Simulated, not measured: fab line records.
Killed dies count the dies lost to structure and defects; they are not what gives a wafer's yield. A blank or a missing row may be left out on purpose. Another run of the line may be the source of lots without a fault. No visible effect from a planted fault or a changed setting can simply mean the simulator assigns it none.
Struck lot and sound lot, side by side || flow nand_harc || 14 out of 1302 route steps
Sound: the wafers L683.4, L683.5, L683.6. Struck: wafers L682.1, L682.2, L682.3. The cause is given at the end.
Per side, at each step with rows, come the tool, then ch with its chambers, and then its first start. Under that, the readings that differ: sound wafers || struck wafers || difference of the means || sigmas: that difference in standard deviations of wafers without a fault.
alike: a reading whose means differ by less than 2 such deviations, as well as words and numbers matching on both sides. not compared: withheld readings; readings where some wafer has no value; bounds like >300 that might hide an equal value; numbers whose values overlap and for which the record gives no deviation.
Wherever a step has rows on one side only, a row that says differs or no value, or a row with sigmas, the two part there. Numbers that have no deviation but don't overlap get no sigmas and don't part them. A reading missing from all wafers of one side parts the sides only when that side holds two or more wafers.

first, 5 steps without rows for these wafers: NHARC_A_STAIRCASE_EBR_246; NHARC_A_STAIRCASE_EXPOSE_247 (exposes mask SDS 1); NHARC_A_STAIRCASE_PEB_248 (peb time 130 s); NHARC_A_STAIRCASE_DEVELOP_249 (time 140 s); NHARC_A_STAIRCASE_HARDBAKE_251 (time 140 s).
NHARC_A_STAIRCASE_DESCUM_252: chemistry O2, time 3 s.
  sound on rie_diel-06 ch 2,3, day 17 17:49; struck on rie_diel-13 ch 0,1,3, day 17 07:23
  alike: drypump_motor_current_A, oes_product_au, rf_vpp_V, showerhead_plenum_p_Torr, throttle_valve_pct
  not compared: rf_hours_counter_h
NHARC_A_STAIRCASE_ETCH_253: etches the open film in C4F8/O2, target depth 50 nm, time 20.2 s.
  sound on rie_diel-06 ch 0,1,2, day 17 17:54; struck on rie_diel-13 ch 0,1,3, day 17 07:29
  alike: oes_product_au, rf_vpp_V
  not compared: rf_hours_counter_h
NHARC_A_STAIRCASE_STRIP_254: strips in O2.
  sound on plasma_asher-02 ch 0,1, day 17 18:08; struck on plasma_asher-01 ch 0,1, day 17 07:34
  alike: drypump_motor_current_A, heater_power_w
  not compared: rf_hours_counter_h
then, 3 steps without rows for these wafers: NHARC_A_STAIRCASE_STRIP_255 (strips in SPM, time 900 s); NHARC_A_STAIRCASE_PRECLEAN_256 (cleans in SC1); NHARC_A_STAIRCASE_SRD_257.
NHARC_A_STAIRCASE_HM_DEP_456: deposits aC, target thk 3100 nm.
  sound on acl_dep-03 ch 0, day 17 21:41; struck on acl_dep-01 ch 0, day 17 10:51
  alike: throttle_valve_pct
NHARC_A_STAIRCASE_DEP_259: deposits SiON, target thk 30 nm.
  sound on pecvd-02 ch 0,1,2, day 17 22:44; struck on pecvd-01 ch 0,1,2, day 17 12:41
  alike: heater_power_w
after that, 1 step had no rows for these wafers: NHARC_END_SORT_01.

WHERE THEY PART
Nowhere in this record.

WHY: what had been put in by the simulator
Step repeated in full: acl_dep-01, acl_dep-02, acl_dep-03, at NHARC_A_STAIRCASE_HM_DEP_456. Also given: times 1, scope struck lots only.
